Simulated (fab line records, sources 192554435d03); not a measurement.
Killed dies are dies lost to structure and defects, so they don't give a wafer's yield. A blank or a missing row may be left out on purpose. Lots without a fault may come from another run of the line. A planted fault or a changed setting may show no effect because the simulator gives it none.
Split-lot experiment | flow n5_finfet | 7 lots, 39 wafers read, on a route of 1938 steps

THE SPLIT
At N5_FIN_SAQP_EXPOSE_13 (exposes mask FIN CORE, target cd 35.6 nm), the setting dose_mj was moved away from the recipe's 63.25 on 15 of the 39 wafers read, by -6.2% to +6.6%. The other wafers ran this setting at the recipe's value.

FROM THE SPLIT TO THE READING: what the file shows between them, 2 steps
- N5_FIN_SAQP_PEB_14: peb time 60 s
- N5_FIN_SAQP_DEVELOP_15: develop time 30 s

THE READING
cd_nm, in nm, at N5_FIN_SAQP_CD_MEAS_16 (target cd 35.6 nm). Fault-free wafers of this fab line usually give 35.6 nm, standard deviation 0.36 nm.

wafer  | tool, chamber at the split | dose_mj as run | against the recipe | cd_nm, nm | against lot-mates on the recipe
L077.1 | arfi_scanner-03, 0         | 65.34          | +3.3%              | 35.0      | -0.4
L077.2 | arfi_scanner-03, 0         | 65.34          | +3.3%              | 35.1      | -0.3
L077.3 | arfi_scanner-03, 0         | 63.25          | recipe             | 35.2      | -
L077.4 | arfi_scanner-03, 0         | 65.34          | +3.3%              | 35.1      | -0.3
L077.5 | arfi_scanner-03, 0         | 63.25          | recipe             | 35.8      | -
L077.6 | arfi_scanner-03, 0         | 63.25          | recipe             | 35.1      | -
L083.1 | arfi_scanner-01, 0         | 63.25          | recipe             | 35.4      | -
L083.3 | arfi_scanner-01, 0         | 63.25          | recipe             | 35.7      | -
L083.5 | arfi_scanner-01, 0         | 63.25          | recipe             | 35.9      | -
L084.1 | arfi_scanner-01, 0         | 64.85          | +2.5%              | 34.9      | -0.7
L084.2 | arfi_scanner-01, 0         | 63.25          | recipe             | 35.8      | -
L084.3 | arfi_scanner-01, 0         | 63.25          | recipe             | 35.3      | -
L084.4 | arfi_scanner-01, 0         | 63.25          | recipe             | 35.7      | -
L084.5 | arfi_scanner-01, 0         | 64.85          | +2.5%              | 34.5      | -1.1
L084.6 | arfi_scanner-01, 0         | 64.85          | +2.5%              | 34.5      | -1.1
L090.1 | arfi_scanner-02, 0         | 63.25          | recipe             | 35.6      | -
L090.2 | arfi_scanner-02, 0         | 63.25          | recipe             | 35.4      | -
L090.3 | arfi_scanner-02, 0         | 59.45          | -6.0%              | 36.7      | +1.3
L090.4 | arfi_scanner-02, 0         | 59.45          | -6.0%              | 37.2      | +1.8
L090.5 | arfi_scanner-02, 0         | 59.45          | -6.0%              | 37.0      | +1.6
L090.6 | arfi_scanner-02, 0         | 63.25          | recipe             | 35.1      | -
L092.1 | arfi_scanner-03, 0         | 63.25          | recipe             | 35.6      | -
L092.2 | arfi_scanner-03, 0         | 63.25          | recipe             | 35.9      | -
L092.3 | arfi_scanner-03, 0         | 63.25          | recipe             | 35.8      | -
L092.4 | arfi_scanner-03, 0         | 63.25          | recipe             | 35.2      | -
L092.5 | arfi_scanner-03, 0         | 63.25          | recipe             | 35.5      | -
L092.6 | arfi_scanner-03, 0         | 63.25          | recipe             | 35.5      | -
L096.1 | arfi_scanner-03, 0         | 63.25          | recipe             | 35.9      | -
L096.2 | arfi_scanner-03, 0         | 63.25          | recipe             | 36.1      | -
L096.3 | arfi_scanner-03, 0         | 67.41          | +6.6%              | 33.8      | -2.3
L096.4 | arfi_scanner-03, 0         | 67.41          | +6.6%              | 34.1      | -2.0
L096.5 | arfi_scanner-03, 0         | 67.41          | +6.6%              | 33.5      | -2.6
L096.6 | arfi_scanner-03, 0         | 63.25          | recipe             | 36.2      | -
L097.1 | arfi_scanner-01, 0         | 63.25          | recipe             | 34.9      | -
L097.2 | arfi_scanner-01, 0         | 59.36          | -6.2%              | 37.1      | +1.8
L097.3 | arfi_scanner-01, 0         | 59.36          | -6.2%              | 36.7      | +1.4
L097.4 | arfi_scanner-01, 0         | 63.25          | recipe             | 35.9      | -
L097.5 | arfi_scanner-01, 0         | 59.36          | -6.2%              | 36.5      | +1.2
L097.6 | arfi_scanner-01, 0         | 63.25          | recipe             | 35.0      | -

THE FIT
A straight line over all 39 wafers: cd_nm changes by -0.234 nm for each +1% of dose_mj; r = -0.91; the points scatter about the line by 0.34 nm.
The same after taking each lot's own level away (the mean of its wafers on the recipe; 39 wafers): -0.276 nm for each +1%; r = -0.94; scatter 0.34 nm.
On that fit, the largest move of dose_mj shifts the reading by 1.8 nm.
The lots' own levels span 35.27 to 36.07 nm, that is 2.2 times the standard deviation above.
So the lot-to-lot level changes the slope: the two fits differ.
Check: with one of the wafers moved furthest among these (+6.6%) left out of the fit, the line predicts -1.78 nm for it against its lot-mates. It came out at -2.27 nm against them.

OTHER SPLITS ON THESE WAFERS
These wafers also went through other splits before the reading. Each is held against what the fit with the lots' levels taken away leaves over:
other split on the same wafers    | wafers away from the commonest value | r with cd_nm (lot level and that fit taken away)
N5_WELL_APT_IMPLANT_32 energy_kev | 15                                   | -0.41

THE FILE'S OWN FIT
cd_nm changes by -0.279 nm for each +1% of dose_mj, r = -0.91.
